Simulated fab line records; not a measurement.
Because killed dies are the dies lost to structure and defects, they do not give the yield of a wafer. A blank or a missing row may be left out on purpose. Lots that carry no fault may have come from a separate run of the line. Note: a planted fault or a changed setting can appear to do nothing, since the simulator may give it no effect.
Matching of chambers	flow nand harc	NHARC_P_ZERO_WELL_DESCUM_39 on rie diel-13: 4 sister chambers
The step chemistry O2, time 3 s. 14 wafers are shown with their chamber, then 7 later ones without.

EACH WAFER AND ITS CHAMBER
wafer	chamber	showerhead plenum p Torr (Torr)	oes product au (a.u.)	rf vpp V (V)
L843.1	3	1.98	1.004	60.1
L843.3	0	2.03	0.998	59.0
L843.4	2	1.94	1.012	57.6
L844.1	2	1.94	1.012	56.9
L844.3	3	1.98	0.996	58.1
L844.5	0	2.03	0.984	58.3
L848.1	2	1.94	1.010	57.1
L848.4	0	2.03	0.986	57.9
L848.6	2	1.94	1.007	58.4
L850.3	0	2.03	0.973	57.2
L850.4	1	1.85	0.996	57.3
L850.5	0	2.03	0.985	58.6
L853.3	1	1.85	0.989	57.1
L853.4	0	2.02	0.990	58.6

SIGNATURES (means of the wafers above)
reading	chamber 0	chamber 1	chamber 2	chamber 3	scatter within a chamber
showerhead plenum p Torr	2.0283	1.8500	1.9400	1.9800	0.00289
oes product au	0.98600	0.99250	1.01025	1.00000	0.00638
rf vpp V	58.267	57.200	57.500	59.100	0.734
Rule: for a wafer and a chamber, the distance is found by dividing, reading by reading, the gap between the wafer's reading and the chamber's mean by the reading's scatter, squaring, summing and taking the root. The wafer belongs to the nearest chamber; if the next one is less than 2 further off, it can't be placed. The scatter: the root of (the sum of the squares of (reading less its chamber's mean) over the shown wafers, divided by (wafers less chambers)).

WAFERS MISSING THEIR CHAMBER
wafer	showerhead plenum p Torr (Torr)	oes product au (a.u.)	rf vpp V (V)
L853.6	1.93	1.005	57.9
L856.2	1.93	1.003	57.2
L856.3	2.02	0.984	59.6
L856.5	1.97	1.001	58.2
L865.1	1.96	0.981	57.3
L865.3	1.84	0.997	56.0
L865.6	1.92	1.003	58.8

WHICH CHAMBER EACH ONE RAN IN
wafer	from the rows above	in truth
L853.6	2	2
L856.2	2	2
L856.3	0	0
L856.5	3	3
L865.1	can't be placed: 3 or 2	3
L865.3	1	1
L865.6	2	2
Correctly placed: 6 of 7. Can't be placed from these rows: 1 (the true chamber is among the candidates in 1). Placed wrongly: 0.
